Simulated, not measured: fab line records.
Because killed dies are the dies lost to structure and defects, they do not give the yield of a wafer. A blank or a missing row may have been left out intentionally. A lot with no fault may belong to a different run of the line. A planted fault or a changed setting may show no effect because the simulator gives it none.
Chamber matching || flow n5Finfet || N5_BEOL_M15_DEP_53 on pecvd-04: 3 sister chambers
The step deposits SiCN from 3MS/NH3, target thk 50 nm, time 17.8 s. 3 wafers are shown with their chamber, then 11 later ones without.

== EACH WAFER AND ITS CHAMBER ==
{"wafer": "L088.4", "chamber": 0, "showerheadPlenumPTorr (Torr)": 4.210}
{"wafer": "L088.5", "chamber": 1, "showerheadPlenumPTorr (Torr)": 4.127}
{"wafer": "L093.1", "chamber": 2, "showerheadPlenumPTorr (Torr)": 4.194}

== WAFERS WHOSE CHAMBER IS MISSING ==
{"wafer": "L093.4", "showerheadPlenumPTorr (Torr)": 4.125}
{"wafer": "L093.5", "showerheadPlenumPTorr (Torr)": 4.191}
{"wafer": "L095.1", "showerheadPlenumPTorr (Torr)": 4.132}
{"wafer": "L095.2", "showerheadPlenumPTorr (Torr)": 4.188}
{"wafer": "L095.3", "showerheadPlenumPTorr (Torr)": 4.212}
{"wafer": "L095.4", "showerheadPlenumPTorr (Torr)": 4.117}
{"wafer": "L095.5", "showerheadPlenumPTorr (Torr)": 4.188}
{"wafer": "L095.6", "showerheadPlenumPTorr (Torr)": 4.221}
{"wafer": "L097.1", "showerheadPlenumPTorr (Torr)": 4.203}
{"wafer": "L097.2", "showerheadPlenumPTorr (Torr)": 4.201}
{"wafer": "L097.3", "showerheadPlenumPTorr (Torr)": 4.119}

== CHAMBER TAKEN BY EACH ==
{"wafer": "L093.4", "from the rows above": 1, "in truth": 1}
{"wafer": "L093.5", "from the rows above": 2, "in truth": 2}
{"wafer": "L095.1", "from the rows above": 1, "in truth": 1}
{"wafer": "L095.2", "from the rows above": 2, "in truth": 2}
{"wafer": "L095.3", "from the rows above": 0, "in truth": 0}
{"wafer": "L095.4", "from the rows above": 1, "in truth": 1}
{"wafer": "L095.5", "from the rows above": 2, "in truth": 2}
{"wafer": "L095.6", "from the rows above": 0, "in truth": 0}
{"wafer": "L097.1", "from the rows above": "can't be placed: 0 or 2", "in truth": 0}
{"wafer": "L097.2", "from the rows above": "can't be placed: 2 or 0", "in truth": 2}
{"wafer": "L097.3", "from the rows above": 1, "in truth": 1}
Correctly placed: 9 of 11. Not placeable from these rows: 2 (in 2, the candidates include the true chamber). Placed wrongly: 0.
How it was worked out, from the rows above alone: a wafer's distance from a chamber is the root of the sum, over the readings, of the square of ((its reading less the chamber's mean) divided by the reading's scatter). The wafer belongs to the nearest chamber; if the next one is less than 2 further off, it can't be placed. Each chamber's mean is taken over the wafers shown for it. The scatter (one wafer shown for each chamber): square how far every hidden wafer sits from the nearest shown wafer, average those squares and take the square root.
